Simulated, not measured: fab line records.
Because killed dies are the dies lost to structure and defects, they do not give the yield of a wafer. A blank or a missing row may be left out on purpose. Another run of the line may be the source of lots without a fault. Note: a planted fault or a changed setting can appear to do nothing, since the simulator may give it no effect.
Struck lot and sound lot, side by side || flow nand-harc || 41 out of 1159 route steps
Sound: wafers L813.4, L813.5, L813.6. Wafers L823.3, L823.5, L823.6 were the ones struck. The cause is given at the end.
Each step with rows lists, per side, the tool, then ch with its chambers, then its first start. Under that, the readings that differ: sound wafers || struck wafers || difference of the means || sigmas: that difference in standard deviations of wafers without a fault.
alike: readings whose means differ by less than 2 such deviations, and words and numbers that are the same on both sides. not compared: withheld readings, readings that some wafer has no value for, bounds like >300 that may hide the same value, and numbers for which the record gives no deviation and whose values overlap.
The two part at a step that has a row with sigmas, a row that says differs or no value, or rows on one side only. Non-overlapping numbers with no deviation appear without sigmas and do not part them. Lack of a reading on every wafer of one side parts them only where that side has two or more wafers.

NHARC_P_GATE_STRIP_101: strips in O2, time 20 s.
  sound on rie-diel-05 ch 1,2,3, day 6 11:19; struck on rie-diel-01 ch 1,2,3, day 9 05:32
  alike: drypump-motor-current-A, oes-product-au, rf-vpp-V, showerhead-plenum-p-Torr, throttle-valve-pct
  not compared: rf-hours-counter-h
then, 11 steps without rows for these wafers: NHARC_P_GATE_PRECLEAN_97 (cleans in SPM, time 600 s); NHARC_P_GATE_SRD_98; NHARC_P_GATE_PRECLEAN_99 (cleans in SC1); NHARC_P_GATE_SRD_100; NHARC_P_GATE_DEHYDRATE_38 (time 120 s); NHARC_P_GATE_HMDS_39 (time 30 s); NHARC_P_GATE_COAT_40; NHARC_P_GATE_SOFTBAKE_41 (time 95 s); NHARC_P_GATE_EBR_42; NHARC_P_GATE_EXPOSE_43 (exposes mask P NSD, target cd 720 nm); NHARC_P_GATE_PEB_44 (peb time 85 s).
NHARC_P_GATE_DEVELOP_45: time 70 s.
  sound on litho-track-03 ch 0, day 6 12:00; struck on litho-track-02 ch 0, day 9 06:00
  alike: chill-plate-temp-C, resist-line-temp-C
then, 1 step without rows for these wafers: NHARC_P_GATE_HARDBAKE_47 (time 80 s).
NHARC_P_GATE_DESCUM_48: chemistry O2, time 3 s.
  sound on rie-diel-01 ch 0,1, day 6 12:17; struck on rie-diel-01 ch 2,3, day 9 06:37
{"reading": "model.P_GATE.cd-nm (nm)", "sound": "717 717.2 718.4", "struck": "121.4 120.3 117.8", "difference": -597.7, "sigmas": ""}
  alike: drypump-motor-current-A, oes-product-au, rf-vpp-V, showerhead-plenum-p-Torr, throttle-valve-pct
  not compared: rf-hours-counter-h
after that, 1 step had no rows for these wafers: NHARC_P_GATE_IMPLANT_49.
NHARC_P_GATE_STRIP_111: strips in N2/H2, time 250 s.
  sound on plasma-asher-01 ch 0,1, day 6 12:57; struck on plasma-asher-02 ch 0,1, day 9 07:09
  alike: drypump-motor-current-A, heater-power-w
  not compared: rf-hours-counter-h
then, 11 steps without rows for these wafers: NHARC_P_GATE_STRIP_75 (strips in O2); NHARC_P_GATE_STRIP_50 (strips in SPM, time 900 s); NHARC_P_GATE_DEHYDRATE_51 (time 120 s); NHARC_P_GATE_HMDS_52 (time 30 s); NHARC_P_GATE_COAT_53; NHARC_P_GATE_SOFTBAKE_54 (time 95 s); NHARC_P_GATE_EBR_55; NHARC_P_GATE_EXPOSE_56 (exposes mask P PSD, target cd 720 nm); NHARC_P_GATE_PEB_57 (peb time 85 s); NHARC_P_GATE_DEVELOP_58 (time 70 s); NHARC_P_GATE_HARDBAKE_60 (time 80 s).
NHARC_P_GATE_DESCUM_61: chemistry O2, time 3 s.
  sound on rie-diel-05 ch 0,2,3, day 6 14:13; struck on rie-diel-05 ch 0,1,2, day 9 08:17
{"reading": "throttle-valve-pct (%)", "sound": "11.329 11.329 11.330", "struck": "11.303 11.287 11.314", "difference": -0.028, "sigmas": -3}
  alike: drypump-motor-current-A, oes-product-au, rf-vpp-V, showerhead-plenum-p-Torr
  not compared: rf-hours-counter-h
after that, 1 step had no rows for these wafers: NHARC_P_GATE_IMPLANT_62.
NHARC_P_GATE_STRIP_112: strips in N2/H2, time 200 s.
  sound on plasma-asher-02 ch 0,1, day 6 14:41; struck on plasma-asher-01 ch 0,1, day 9 08:47
  alike: drypump-motor-current-A, heater-power-w
  not compared: rf-hours-counter-h
NHARC_P_GATE_STRIP_76: strips in O2.
  sound on plasma-asher-02 ch 0,1, day 6 14:51; struck on plasma-asher-01 ch 0,1, day 9 08:57
  alike: drypump-motor-current-A, heater-power-w
  not compared: rf-hours-counter-h
then, 8 steps without rows for these wafers: NHARC_P_GATE_STRIP_63 (strips in SPM, time 900 s); NHARC_P_GATE_DEHYDRATE_83 (time 120 s); NHARC_P_GATE_HMDS_84 (time 30 s); NHARC_P_GATE_COAT_85; NHARC_P_GATE_SOFTBAKE_86 (time 95 s); NHARC_P_GATE_EBR_87; NHARC_P_GATE_EXPOSE_88 (exposes mask P HVN, target cd 2000 nm); NHARC_P_GATE_PEB_89 (peb time 85 s).
NHARC_P_GATE_DESCUM_93: chemistry O2, time 3 s.
  sound on rie-diel-05 ch 2,3, day 6 15:56; struck on rie-diel-05 ch 0,1, day 9 10:11
{"reading": "model.P_GATE.cd-nm (nm)", "sound": "2000 2000 2000", "struck": "121.4 120.3 117.8", "difference": -1880.2, "sigmas": ""}
  alike: drypump-motor-current-A, oes-product-au, rf-vpp-V, showerhead-plenum-p-Torr, throttle-valve-pct
  not compared: rf-hours-counter-h

## WHERE THEY PART
NHARC_P_GATE_DESCUM_61 only, going by this record. Later steps at which nothing parts them and some readings are alike: NHARC_P_GATE_STRIP_112, NHARC_P_GATE_STRIP_76, NHARC_P_GATE_DESCUM_93.

WHY: whatever the simulator had introduced
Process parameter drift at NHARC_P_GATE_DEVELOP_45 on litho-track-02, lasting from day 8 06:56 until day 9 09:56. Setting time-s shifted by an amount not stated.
